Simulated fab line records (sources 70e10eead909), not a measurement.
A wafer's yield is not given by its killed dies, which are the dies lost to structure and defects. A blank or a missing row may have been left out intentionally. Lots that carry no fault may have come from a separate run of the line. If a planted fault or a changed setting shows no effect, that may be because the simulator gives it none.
A struck lot beside a sound one + flow nandHarc + 23 out of 1159 route steps
Sound: these wafers, L366.2, L366.4, L366.5. Wafers struck: L380.2, L380.3, L380.5. The cause comes at the end.
Per side, at each step with rows, come the tool, then ch with its chambers, and then its first start. Under that, the readings that differ: sound wafers + struck wafers + difference of the means + sigmas: that difference in standard deviations of wafers without a fault.
alike: a reading whose means differ by less than 2 such deviations, as well as words and numbers matching on both sides. not compared: withheld readings; readings where some wafer has no value; bounds like >300 that might hide an equal value; numbers whose values overlap and for which the record gives no deviation.
A row with sigmas, a row that says differs or no value, or rows on one side alone: a step with any of these is where the two part. Numbers that have no deviation but don't overlap get no sigmas and don't part them. A reading that every wafer of one side lacks parts them only if that side has two wafers or more.

NHARC_A_CONTACT_CMP_20: polishes, t overpolish 30 s, target thk 300 nm.
  sound on cmp-03 ch 0,3, day 17 17:12; struck on cmp-04 ch 2,3, day 20 19:16
  alike: motorCurrentA, overpolishRunS, timeToEndpointS
after that, 1 step had no rows for these wafers: NHARC_A_CONTACT_SRD_22.
NHARC_A_CONTACT_INSPECT_23:
  sound on defectInspect-02, day 17 17:37; struck on defectInspect-01, day 20 19:41
  alike: rawDefectCount
then, 8 steps without rows for these wafers: NHARC_A_BLC_DEHYDRATE_00 (time 120 s); NHARC_A_BLC_HMDS_01 (time 30 s); NHARC_A_BLC_COAT_02 (time 75 s); NHARC_A_BLC_COAT_03 (time 65 s); NHARC_A_BLC_COAT_04 (resist thk 90 nm); NHARC_A_BLC_SOFTBAKE_05 (time 55 s); NHARC_A_BLC_EBR_06; NHARC_A_BLC_EXPOSE_07 (exposes mask A BLC, target cd 100 nm).
NHARC_A_BLC_PEB_08: peb time 65 s.
  sound on lithoTrack-01 ch 0, day 17 18:02; struck on lithoTrack-04 ch 0, day 20 20:07
  alike: resistLineTempC
then, 1 step without rows for these wafers: NHARC_A_BLC_DEVELOP_09 (develop time 35 s).
NHARC_A_BLC_CD_MEAS_10: target cd 100 nm.
  sound on cdSem-02 ch 0, day 17 18:07; struck on cdSem-03 ch 0, day 20 20:11
| reading   | sound            | struck            | difference | sigmas |
|-----------|------------------|-------------------|------------|--------|
| cdNm (nm) | 100.1 99.6 100.5 | 114.5 114.4 115.4 | +14.7      | +17    |
NHARC_A_BLC_OVL_MEAS_11:
  sound on overlay-01, day 17 18:12; struck on overlay-01, day 20 20:17
  alike: overlayXNm, overlayYNm
NHARC_A_BLC_INSPECT_12:
  sound on defectInspect-02, day 17 18:14; struck on defectInspect-01, day 20 20:19
  alike: rawDefectCount
NHARC_A_BLC_DESCUM_15: chemistry O2, time 3 s.
  sound on rieDiel-11 ch 0,1,3, day 17 18:19; struck on rieDiel-11 ch 0,1,3, day 20 20:23
| reading               | sound             | struck            | difference | sigmas |
|-----------------------|-------------------|-------------------|------------|--------|
| model.A_BLC.cdNm (nm) | 99.53 100.7 100.4 | 115.4 114.5 114.4 | +14.6      |        |
  alike: drypumpMotorCurrentA, oesProductAu, rfVppV, showerheadPlenumPTorr, throttleValvePct
  not compared: rfHoursCounterH
NHARC_A_BLC_ETCH_16: etches the open film in CF4, target depth 39 nm, time 65 s.
  sound on rieDiel-11 ch 0,3, day 17 18:23; struck on rieDiel-11 ch 0,2,3, day 20 20:28
  alike: drypumpMotorCurrentA, oesProductAu, rfVppV, showerheadPlenumPTorr, throttleValvePct
  not compared: rfHoursCounterH
NHARC_A_BLC_ETCH_17: etches the open film in N2/H2, target depth 390 nm, time 609.38 s.
  sound: rieDiel-11 ch 1,3; struck: rieDiel-11 ch 0,2
  alike: drypumpMotorCurrentA, oesProductAu, rfVppV, showerheadPlenumPTorr, throttleValvePct
  not compared: rfHoursCounterH
NHARC_A_BLC_ETCH_18: etches the open film in C4F8/O2/Ar, target depth 910 nm.
  sound: rieDiel-11 ch 1,2,3; struck: rieDiel-11 ch 1,2
| reading               | sound             | struck          | difference | sigmas |
|-----------------------|-------------------|-----------------|------------|--------|
| model.A_BLC.cdNm (nm) | 100.8 102.1 103.2 | 116 116.8 115.2 | +14        |        |
  alike: oesProductAu, rfVppV
  not compared: rfHoursCounterH
NHARC_A_BLC_CD_MEAS_19:
  sound on cdSem-01, day 17 19:16; struck on cdSem-02, day 20 21:21
| reading   | sound             | struck            | difference | sigmas |
|-----------|-------------------|-------------------|------------|--------|
| cdNm (nm) | 100.7 102.4 103.2 | 115.6 116.4 115.0 | +13.6      | +5     |
NHARC_A_BLC_STRIP_29: strips in CF4.
  sound on rieDiel-01 ch 0,2, day 17 19:20; struck on rieDiel-01 ch 0,1,3, day 20 21:26
  alike: drypumpMotorCurrentA, oesProductAu, rfVppV, showerheadPlenumPTorr, throttleValvePct
  not compared: rfHoursCounterH
NHARC_END_SORT_01:
  at this point the record logs the struck wafers (prober-01 ch 0, day 22 19:59) and has no rows for the sound ones

## WHERE THEY PART
First at NHARC_A_BLC_CD_MEAS_10; last, within this record, at NHARC_END_SORT_01.

WHY: the cause the simulator had injected
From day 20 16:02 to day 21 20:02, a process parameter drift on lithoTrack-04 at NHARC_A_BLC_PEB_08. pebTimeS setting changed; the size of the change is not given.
